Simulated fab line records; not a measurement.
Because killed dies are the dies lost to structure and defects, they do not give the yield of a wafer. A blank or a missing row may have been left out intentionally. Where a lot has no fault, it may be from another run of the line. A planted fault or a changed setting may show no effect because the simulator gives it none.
What tool caused it? | flow nand harc | Sampling: 11 lots, 33 wafers, 6 of 1159 route steps

== WHAT THE GAUGES READ, wafer by wafer ==
NHARC_P_ZERO_WELL_CD_MEAS_24: the cd target is 720 nm. Usual: 720.7 nm for cd nm, sd 2.
lot  | measured    | on        | cd nm (nm)        | flag
L356 | day 2 02:28 | cd sem-03 | 718.8 719.5 719.9 |
L359 | day 2 20:37 | cd sem-02 | - - -             | OFF
L361 | day 3 08:29 | cd sem-01 | 720.2 721.8 719.0 |
L365 | day 4 08:35 | cd sem-02 | 720.2 721.2 722.6 |
L369 | day 5 08:51 | cd sem-03 | 720.9 723.3 721.3 |
L370 | day 5 14:28 | cd sem-03 | 721.2 720.3 718.4 |
L371 | day 5 20:33 | cd sem-03 | 719.7 724.3 720.3 |
L373 | day 6 08:36 | cd sem-02 | 718.4 721.6 721.7 |
L374 | day 6 14:40 | cd sem-03 | 717.3 718.9 722.5 |
L375 | day 6 20:29 | cd sem-03 | 722.9 718.7 724.8 |
L377 | day 7 08:36 | cd sem-03 | 723.1 720.8 720.4 |

NHARC_END_SORT_01. Usual: killed at array 26, standard deviation 11; killed at other 0.6, standard deviation 1; killed at periphery 3.1, standard deviation 2.1; killed dies 30, standard deviation 11; killed open 3.4, standard deviation 1.8; killed short 2.1, standard deviation 1.5.
lot  | measured     | on        | killed at array | killed at other | killed at periphery | killed dies | killed open | killed short | flag
L359 | day 20 10:45 | prober-02 | 15 24 22        | 0 2 0           | 662 651 655         | 677 677 677 | 3 6 2       | 3 1 2        | OFF

== TOOL THAT RAN EACH LOT (tool first, then ch and the chambers of the sampled wafers, then the start) ==
lot  | NHARC_P_ZERO_WELL_EXPOSE_21      | NHARC_P_GATE_ETCH_114                         | NHARC_P_GATE_DESCUM_61             | NHARC_P_GATE_RTA_82
L356 | krf scanner-01 ch 0, day 2 02:19 | rie diel-11 ch 0,2, day 6 08:20 or earlier    | rie diel-11 ch 0,3, day 6 08:20    | rtp anneal-01 ch 0, day 6 12:40
L359 | krf scanner-01 ch 0, day 2 20:28 | -                                             | -                                  | -
L361 | krf scanner-03 ch 0, day 3 08:19 | rie diel-06 ch 0,1,3, day 7 05:40 or earlier  | rie diel-11 ch 0,1,3, day 7 05:40  | rtp anneal-01 ch 0, day 7 10:05
L365 | krf scanner-02 ch 0, day 4 08:26 | rie diel-09 ch 1,2, day 7 18:42 or earlier    | rie diel-11 ch 0,1, day 7 18:42    | rtp anneal-01 ch 0, day 7 23:16
L369 | krf scanner-02 ch 0, day 5 08:41 | rie diel-11 ch 1,2, day 9 06:52 or earlier    | rie diel-11 ch 2,3, day 9 06:52    | rtp anneal-01 ch 0, day 9 11:10
L370 | krf scanner-02 ch 0, day 5 14:18 | rie diel-06 ch 0,1,3, day 9 07:30 or earlier  | rie diel-11 ch 1,2, day 9 07:30    | rtp anneal-01 ch 0, day 9 11:53
L371 | krf scanner-02 ch 0, day 5 20:24 | rie diel-09 ch 0,3, day 9 14:17 or earlier    | rie diel-06 ch 0,3, day 9 14:17    | rtp anneal-02 ch 0, day 9 18:46
L373 | krf scanner-03 ch 0, day 6 08:27 | rie diel-09 ch 0,1,3, day 9 19:26 or earlier  | rie diel-09 ch 0,2,3, day 9 19:26  | rtp anneal-02 ch 0, day 9 23:58
L374 | krf scanner-02 ch 0, day 6 14:30 | rie diel-11 ch 0,2,3, day 10 10:20 or earlier | rie diel-09 ch 0,1,3, day 10 10:20 | rtp anneal-01 ch 0, day 10 14:52
L375 | krf scanner-01 ch 0, day 6 20:19 | rie diel-06 ch 0,1,2, day 10 10:50 or earlier | rie diel-06 ch 0,2, day 10 10:50   | rtp anneal-01 ch 0, day 10 15:32
L377 | krf scanner-01 ch 0, day 7 08:26 | rie diel-09 ch 0,3, day 11 01:44 or earlier   | rie diel-11 ch 0,1,3, day 11 01:44 | rtp anneal-01 ch 0, day 11 06:28
- NHARC_P_ZERO_WELL_EXPOSE_21: exposes mask P NWELL, target cd 720 nm.
- NHARC_P_GATE_ETCH_114: etches the open film in CF4/O2, target depth 30 nm, overetch 3 nm, time 16.5 s.
- NHARC_P_GATE_DESCUM_61: chemistry O2, time 3 s.
- NHARC_P_GATE_RTA_82: time 30 s.

== AS READ BY THE TOOLS THEMSELVES (means over the sampled wafers that have a number; for cases with no such wafer, the mark the record gives instead) ==
NHARC_P_ZERO_WELL_EXPOSE_21. Usual: 22.313 for exposure dose mJ cm2, sd 0.021.
lot  | tool           | exposure dose mJ cm2 | flag
L356 | krf scanner-01 | 22.287               |
L359 | krf scanner-01 | 22.326               |
L361 | krf scanner-03 | 22.286               |
L365 | krf scanner-02 | 22.332               |
L369 | krf scanner-02 | 22.337               |
L370 | krf scanner-02 | 22.309               |
L371 | krf scanner-02 | 22.321               |
L373 | krf scanner-03 | 22.326               |
L374 | krf scanner-02 | 22.300               |
L375 | krf scanner-01 | 22.358               |
L377 | krf scanner-01 | 22.302               |

NHARC_P_GATE_ETCH_114. Usual: drypump motor current A 5.6 A, standard deviation 0.42; oes product au 1.004 a.u., standard deviation 0.0073; rf vpp V 198.2 V, standard deviation 1.5; showerhead plenum p Torr 1.36 Torr, standard deviation 0.053; throttle valve pct 13.397 %, standard deviation 0.0091.
lot  | tool        | drypump motor current A (A) | oes product au (a.u.) | rf vpp V (V) | showerhead plenum p Torr (Torr) | throttle valve pct (%) | flag
L356 | rie diel-11 | 5.3                         | 1.007                 | 198.4        | 1.36                            | 13.402                 |
L361 | rie diel-06 | 5.9                         | 0.996                 | 197.5        | 1.31                            | 13.393                 |
L365 | rie diel-09 | 6.0                         | 1.007                 | 198.7        | 1.37                            | 13.402                 |
L369 | rie diel-11 | 5.6                         | 1.004                 | 198.3        | 1.39                            | 13.391                 |
L370 | rie diel-06 | 5.9                         | 1.003                 | 197.0        | 1.30                            | 13.396                 |
L371 | rie diel-09 | 5.8                         | 1.006                 | 198.1        | 1.36                            | 13.398                 |
L373 | rie diel-09 | 5.6                         | 0.999                 | 198.3        | 1.36                            | 13.401                 |
L374 | rie diel-11 | 5.4                         | 1.003                 | 197.5        | 1.36                            | 13.399                 |
L375 | rie diel-06 | 5.5                         | 1.008                 | 196.8        | 1.31                            | 13.397                 |
L377 | rie diel-09 | 5.3                         | 1.009                 | 197.8        | 1.34                            | 13.402                 |

NHARC_P_GATE_DESCUM_61. Usual: drypump motor current A 5.6 A, standard deviation 0.41; oes product au 1.003 a.u., standard deviation 0.0083; rf vpp V 57.9 V, standard deviation 0.87; showerhead plenum p Torr 1.94 Torr, standard deviation 0.083; throttle valve pct 11.311 %, standard deviation 0.0096.
lot  | tool        | drypump motor current A (A) | oes product au (a.u.) | rf vpp V (V) | showerhead plenum p Torr (Torr) | throttle valve pct (%) | flag
L356 | rie diel-11 | 5.4                         | 1.010                 | 57.8         | 1.97                            | 11.316                 |
L361 | rie diel-11 | 5.5                         | 1.010                 | 57.7         | 1.95                            | 11.311                 |
L365 | rie diel-11 | 5.3                         | 1.010                 | 57.1         | 1.87                            | 11.310                 |
L369 | rie diel-11 | 5.5                         | 1.001                 | 58.8         | 2.02                            | 11.313                 |
L370 | rie diel-11 | 5.6                         | 1.006                 | 57.9         | 2.00                            | 11.321                 |
L371 | rie diel-06 | 6.0                         | 1.008                 | 57.5         | 1.90                            | 11.309                 |
L373 | rie diel-09 | 5.8                         | 0.999                 | 59.0         | 1.94                            | 11.310                 |
L374 | rie diel-09 | 5.6                         | 1.006                 | 58.0         | 1.94                            | 11.320                 |
L375 | rie diel-06 | 5.4                         | 0.995                 | 58.4         | 1.85                            | 11.321                 |
L377 | rie diel-11 | 5.5                         | 1.007                 | 57.8         | 1.95                            | 11.312                 |

NHARC_P_GATE_RTA_82. Usual: lamp power pct 4.59 %, standard deviation 0.15; wafer_temp_C_max 452.1, standard deviation 0.74.
lot  | tool          | lamp power pct (%) | wafer_temp_C_max | flag
L356 | rtp anneal-01 | 4.48               | 451.8            |
L361 | rtp anneal-01 | 4.48               | 451.4            |
L365 | rtp anneal-01 | 4.48               | 451.6            |
L369 | rtp anneal-01 | 4.48               | 451.2            |
L370 | rtp anneal-01 | 4.48               | 451.4            |
L371 | rtp anneal-02 | 4.81               | 453.1            |
L373 | rtp anneal-02 | 4.80               | 452.8            |
L374 | rtp anneal-01 | 4.48               | 451.5            |
L375 | rtp anneal-01 | 4.48               | 451.9            |
L377 | rtp anneal-01 | 4.48               | 451.9            |

== THE ANSWER, worked out from the rows above alone ==
Rule: a lot is off if the mean of its wafers that have a number lies more than 3 standard deviations from the usual mean. A lot without any number at a reading at which 4 lots or more have one is off too. Any other lot the step has rows for is counted as sound. After the gauges, taken in route order, come the tools' own readings; for these a lot's mean is taken, as printed above. The first step at which some lot is off is used, and at that step the reading that is off furthest; a lot without a number counts as furthest.
Off: L359, at NHARC_P_ZERO_WELL_CD_MEAS_24 (cd nm). Without a number there: L359.
If a tool, at a process step before that reading, ran all the lots that are off and no sound lot after the first of them, it fits. The gauges at NHARC_P_ZERO_WELL_CD_MEAS_24 aren't tried: what is off there is off at NHARC_END_SORT_01 too, on other tools, and a gauge's error can't cause that. No candidate that was tried fits.

== WHAT THE SIMULATOR HAD PUT IN ==
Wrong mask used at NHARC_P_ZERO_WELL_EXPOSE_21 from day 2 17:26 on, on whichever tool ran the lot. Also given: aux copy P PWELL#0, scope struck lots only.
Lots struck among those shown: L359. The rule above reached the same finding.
